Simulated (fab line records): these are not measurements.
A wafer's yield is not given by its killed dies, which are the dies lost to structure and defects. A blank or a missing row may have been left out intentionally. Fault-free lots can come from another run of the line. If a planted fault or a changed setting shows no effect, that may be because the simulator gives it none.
Matching of chambers + flow nand_harc + 3 sister chambers for NHARC_THIN_TSV_DEP_47 on pecvd-04
The step deposits SiO2, target thk 200 nm. 16 wafers are shown with their chamber, then 8 later ones without.

## WAFERS, EACH WITH ITS CHAMBER
| wafer  | chamber | throttle_valve_pct (%) |
|--------|---------|------------------------|
| L451.3 | 2       | 15.9                   |
| L451.5 | 2       | 16.2                   |
| L451.6 | 0       | 15.4                   |
| L452.2 | 2       | 16.2                   |
| L452.3 | 0       | 15.3                   |
| L452.4 | 1       | 15.8                   |
| L464.3 | 1       | 15.6                   |
| L464.4 | 0       | 15.1                   |
| L464.6 | 1       | 15.6                   |
| L466.2 | 2       | 16.1                   |
| L466.3 | 0       | 14.8                   |
| L466.5 | 0       | 14.8                   |
| L469.4 | 0       | 14.9                   |
| L469.5 | 2       | 16.2                   |
| L469.6 | 1       | 15.7                   |
| L468.4 | 1       | 15.7                   |

SIGNATURES (means of the wafers above)
| reading            | chamber 0 | chamber 1 | chamber 2 | scatter within a chamber |
|--------------------|-----------|-----------|-----------|--------------------------|
| throttle_valve_pct | 15.050    | 15.680    | 16.120    | 0.182                    |
Rule: for each reading, subtract the chamber's mean from the wafer's reading, divide by that reading's scatter and square the result; add these up over the readings and take the root, which gives the wafer's distance from the chamber. If the next closest chamber is less than 2 further off than the closest, the wafer can't be placed; otherwise it belongs to the closest. The scatter is the square root of a quotient: the sum, over the shown wafers, of each reading's squared deviation from its chamber's mean, divided by wafers minus chambers.

## WAFERS MISSING THEIR CHAMBER
| wafer  | throttle_valve_pct (%) |
|--------|------------------------|
| L468.5 | 15.9                   |
| L468.6 | 16.0                   |
| L471.2 | 15.3                   |
| L471.5 | 16.4                   |
| L471.6 | 15.1                   |
| L470.1 | 15.5                   |
| L470.2 | 14.9                   |
| L470.4 | 15.9                   |

## CHAMBER TAKEN BY EACH
| wafer  | from the rows above     | in truth |
|--------|-------------------------|----------|
| L468.5 | can't be placed: 1 or 2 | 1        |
| L468.6 | can't be placed: 2 or 1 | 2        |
| L471.2 | can't be placed: 0 or 1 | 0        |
| L471.5 | 2                       | 2        |
| L471.6 | 0                       | 0        |
| L470.1 | can't be placed: 1 or 0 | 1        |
| L470.2 | 0                       | 0        |
| L470.4 | can't be placed: 1 or 2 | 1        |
3 of 8 placed correctly. From these rows, 5 cannot be placed; in 5 the true chamber is one of the candidates. Wrongly placed: 0.
